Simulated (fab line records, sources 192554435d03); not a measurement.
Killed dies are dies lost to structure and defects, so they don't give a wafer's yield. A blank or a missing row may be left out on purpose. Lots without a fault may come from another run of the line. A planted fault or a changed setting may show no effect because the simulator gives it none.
Chamber matching | flow n5_finfet | N5_BEOL_M6_CURE_75 on uv_cure-02: 3 sister chambers
The step cures SiCOH lowk, time 120 s. 6 wafers are shown with their chamber, then 11 later ones without.

WAFERS WITH THEIR CHAMBER
wafer  | chamber | wafer_temp_C_max | lamp_power_pct (%)
L077.6 | 1       | 371.2            | 52.35
L090.2 | 2       | 373.3            | 52.31
L090.6 | 2       | 373.2            | 52.23
L092.4 | 0       | 372.3            | 52.31
L092.5 | 0       | 372.2            | 52.31
L093.1 | 1       | 371.3            | 52.27

WAFERS WITHOUT THEIR CHAMBER
wafer  | wafer_temp_C_max | lamp_power_pct (%)
L093.4 | 371.6            | 52.32
L093.5 | 371.0            | 52.31
L096.1 | 373.0            | 52.37
L096.4 | 373.1            | 52.35
L096.6 | 373.2            | 52.34
L096.2 | 373.2            | 52.31
L096.3 | 373.8            | 52.30
L096.5 | 373.7            | 52.33
L097.1 | 372.0            | 52.23
L097.3 | 371.8            | 52.31
L097.5 | 372.0            | 52.32

WHICH CHAMBER EACH WENT THROUGH
wafer  | from the rows above     | in truth
L093.4 | 1                       | 1
L093.5 | 1                       | 1
L096.1 | 2                       | 2
L096.4 | 2                       | 2
L096.6 | 2                       | 2
L096.2 | 2                       | 2
L096.3 | 2                       | 2
L096.5 | 2                       | 2
L097.1 | 0                       | 0
L097.3 | can't be placed: 0 or 1 | 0
L097.5 | 0                       | 0
Placed correctly: 10 of 11. Can't be placed from these rows: 1 (the true chamber is among the candidates in 1). Placed wrongly: 0.
How it was worked out, from the rows above alone: a wafer's distance from a chamber is the root of the sum, over the readings, of the square of ((its reading less the chamber's mean) divided by the reading's scatter). The wafer belongs to the nearest chamber; if the next one is less than 2 further off, it can't be placed. A chamber's mean is the mean of its shown wafers. The scatter: the root of (the sum of the squares of (reading less its chamber's mean) over the shown wafers, divided by (wafers less chambers)).
